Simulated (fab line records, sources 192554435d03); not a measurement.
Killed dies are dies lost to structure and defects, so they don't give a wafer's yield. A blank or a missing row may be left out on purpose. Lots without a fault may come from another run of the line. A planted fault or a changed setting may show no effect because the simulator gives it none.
Which tool did it? | flow n5_finfet | 13 lots, 39 wafers sampled, at 4 steps of a route of 1938

WHAT THE GAUGES READ, wafer by wafer
The record holds no reading of a measuring or inspecting step that can be judged against a usual standard deviation.

WHICH TOOL RAN EACH LOT (tool, then ch and the chambers of the sampled wafers, then the start)
lot  | N5_BEOL_M0_ETCH_109                | N5_BEOL_M0_DEGAS_112         | N5_BEOL_M0_SURFACE_TREAT_137 | N5_BEOL_M1_COAT_62
L381 | rie_diel-01 ch 0,1,3, day 6 12:51  | pvd_sputter-03, day 6 13:05  | pvd_sputter-03, day 6 13:29  | litho_track-03 ch 0, day 6 15:28
L384 | rie_diel-03 ch 0,2, day 6 21:59    | pvd_sputter-01, day 6 22:38  | pvd_sputter-01, day 6 23:12  | litho_track-05 ch 0, day 7 01:32
L383 | rie_diel-05 ch 0,1,2, day 6 22:55  | pvd_sputter-01, day 6 23:20  | pvd_sputter-01, day 6 23:56  | litho_track-05 ch 0, day 7 02:12
L386 | rie_diel-03 ch 0,2, day 7 09:59    | pvd_sputter-02, day 7 10:50  | pvd_sputter-03, day 7 11:11  | litho_track-03 ch 0, day 7 14:13
L385 | rie_diel-05 ch 0,1,2, day 7 11:16  | pvd_sputter-02, day 7 13:50  | pvd_sputter-02, day 7 14:11  | litho_track-03 ch 0, day 7 18:06
L387 | rie_diel-01 ch 0,1,2, day 7 14:53  | pvd_sputter-03, day 7 15:05  | pvd_sputter-01, day 7 15:27  | litho_track-03 ch 0, day 7 19:24
L388 | rie_diel-05 ch 0,1, day 7 19:55    | pvd_sputter-03, day 7 20:05  | pvd_sputter-03, day 7 20:32  | litho_track-03 ch 0, day 7 22:34
L390 | rie_diel-05 ch 0,1,2, day 8 04:54  | pvd_sputter-03, day 8 05:19  | pvd_sputter-03, day 8 05:44  | litho_track-05 ch 0, day 8 07:44
L393 | rie_diel-01 ch 0,1,2, day 9 02:46  | pvd_sputter-02, day 9 03:07  | pvd_sputter-02, day 9 03:28  | litho_track-04 ch 0, day 9 07:18
L394 | rie_diel-05 ch 0,2, day 9 16:08    | pvd_sputter-03, day 9 16:19  | pvd_sputter-02, day 9 16:41  | litho_track-05 ch 0, day 9 20:33
L395 | rie_diel-01 ch 2,3, day 9 16:15    | pvd_sputter-02, day 9 16:37  | pvd_sputter-02, day 9 17:07  | litho_track-04 ch 0, day 9 20:40
L402 | rie_diel-03 ch 0,1,3, day 11 14:17 | pvd_sputter-03, day 11 14:31 | pvd_sputter-03, day 11 14:50 | litho_track-04 ch 0, day 11 18:38
L403 | rie_diel-03 ch 0,1,3, day 11 15:59 | pvd_sputter-03, day 11 16:09 | pvd_sputter-02, day 11 16:30 | litho_track-04 ch 0, day 11 21:52
- N5_BEOL_M0_ETCH_109: etches SiCN in CH3F/O2, target depth 8 nm, overetch 2.4 nm, time 27.4 s.
- N5_BEOL_M0_DEGAS_112: time 60 s.
- N5_BEOL_M0_SURFACE_TREAT_137
- N5_BEOL_M1_COAT_62: time 60 s, resist thk 12 nm.

WHAT THE TOOLS THEMSELVES READ (means of the sampled wafers that have a number; where no wafer has one, the mark that the record gives instead)
N5_BEOL_M0_ETCH_109. Usual: O2_flow_sccm 20.00 sccm, standard deviation 0.062; drypump_motor_current_A 5.9 A, standard deviation 0.51; mfc_ar_sccm 149.9 sccm, standard deviation 0.48; oes_product_au 0.70 a.u., standard deviation 0.066; rf_fwd_power_W 392.6 W, standard deviation 1.3; rf_vpp_V 297.2 V, standard deviation 1.6; showerhead_plenum_p_Torr 2.00 Torr, standard deviation 0.07; throttle_valve_pct 16.30 %, standard deviation 0.23.
lot  | tool        | O2_flow_sccm (sccm) | drypump_motor_current_A (A) | mfc_ar_sccm (sccm) | oes_product_au (a.u.) | rf_fwd_power_W (W) | rf_vpp_V (V) | showerhead_plenum_p_Torr (Torr) | throttle_valve_pct (%) | flag
L381 | rie_diel-01 | 20.02               | 5.9                         | 149.9              | 0.68                  | 392.8              | 295.5        | 1.90                            | 16.12                  |
L384 | rie_diel-03 | 20.05               | 6.5                         | 150.0              | 0.74                  | 392.2              | 298.3        | 2.01                            | 16.39                  |
L383 | rie_diel-05 | 20.03               | 5.7                         | 149.9              | 0.74                  | 392.2              | 297.6        | 2.03                            | 16.24                  |
L386 | rie_diel-03 | 20.01               | 6.5                         | 150.1              | 0.72                  | 392.7              | 297.2        | 2.01                            | 16.40                  |
L385 | rie_diel-05 | 20.01               | 5.7                         | 150.2              | 0.73                  | 393.1              | 297.5        | 2.03                            | 16.25                  |
L387 | rie_diel-01 | 20.00               | 6.0                         | 149.3              | 0.66                  | 393.0              | 296.6        | 1.98                            | 16.27                  |
L388 | rie_diel-05 | 19.94               | 5.6                         | 149.8              | 0.74                  | 391.6              | 297.4        | 2.02                            | 16.20                  |
L390 | rie_diel-05 | 19.99               | 5.7                         | 149.7              | 0.71                  | 391.2              | 297.3        | 2.03                            | 16.26                  |
L393 | rie_diel-01 | 20.01               | 6.0                         | 149.9              | 0.65                  | 392.5              | 296.8        | 1.98                            | 16.30                  |
L394 | rie_diel-05 | 20.05               | 5.5                         | 150.4              | 0.66                  | 392.4              | 298.7        | 2.05                            | 16.39                  |
L395 | rie_diel-01 | 20.02               | 5.2                         | 149.7              | 0.63                  | 393.3              | 295.9        | 1.90                            | 16.25                  |
L402 | rie_diel-03 | 20.01               | 6.0                         | 150.0              | 0.75                  | 393.9              | 297.7        | 2.01                            | 16.30                  |
L403 | rie_diel-03 | 20.00               | 6.0                         | 150.3              | 0.75                  | 392.3              | 297.9        | 2.01                            | 16.30                  |

N5_BEOL_M0_DEGAS_112. Usual: heater_power_w 323 W, standard deviation 28.
lot  | tool           | heater_power_w (W) | flag
L381 | pvd_sputter-03 | 335                |
L384 | pvd_sputter-01 | 341                |
L383 | pvd_sputter-01 | 311                |
L386 | pvd_sputter-02 | 306                |
L385 | pvd_sputter-02 | 312                |
L387 | pvd_sputter-03 | 333                |
L388 | pvd_sputter-03 | 313                |
L390 | pvd_sputter-03 | 326                |
L393 | pvd_sputter-02 | 319                |
L394 | pvd_sputter-03 | 296                |
L395 | pvd_sputter-02 | 306                |
L402 | pvd_sputter-03 | 339                |
L403 | pvd_sputter-03 | 354                |

N5_BEOL_M1_COAT_62. Usual: spin_speed_rpm 1500.1 rpm, standard deviation 1.
lot  | tool           | spin_speed_rpm (rpm) | flag
L381 | litho_track-03 | 1500.1               |
L384 | litho_track-05 | 1499.7               |
L383 | litho_track-05 | 1499.9               |
L386 | litho_track-03 | 1500.3               |
L385 | litho_track-03 | 1628.3               | OFF
L387 | litho_track-03 | 1626.2               | OFF
L388 | litho_track-03 | 1628.1               | OFF
L390 | litho_track-05 | 1499.8               |
L393 | litho_track-04 | 1499.7               |
L394 | litho_track-05 | 1499.0               |
L395 | litho_track-04 | 1499.4               |
L402 | litho_track-04 | 1500.5               |
L403 | litho_track-04 | 1499.1               |

THE ANSWER, worked out from the rows above alone
Rule: a lot is off if the mean of its wafers that have a number lies more than 3 standard deviations from the usual mean. A lot without any number at a reading at which 4 lots or more have one is off too. The other lots that the step has rows for count as sound. The gauges are gone through in route order, then the tools' own readings, and for those a lot's mean is taken as printed above. The first step at which some lot is off is used, and at that step the reading that is off furthest; a lot without a number counts as furthest.
Off: L385, L387, L388, at N5_BEOL_M1_COAT_62 (spin_speed_rpm).
A tool fits if, at that step or a process step before it, it ran every lot that is off, and no sound lot after the first of them. One fits: litho_track-03 at N5_BEOL_M1_COAT_62. Its last sound lot is L386 (day 7 14:13), its first lot that is off L385 (day 7 18:06): a fault that began between those two fits.
The tool's own readings at N5_BEOL_M1_COAT_62 bear it out: on the lots that are off they differ by more than 5 times the standard deviation of the sound lots' means. spin_speed_rpm reads 1627.5 rpm there against 1499.8 rpm on the sound lots.

WHAT THE SIMULATOR HAD PUT IN
Process parameter drift: litho_track-03, from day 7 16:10 on, at N5_BEOL_M1_COAT_62. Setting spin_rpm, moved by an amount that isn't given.
Lots struck among those shown: L385, L387, L388. The rule above found the same.
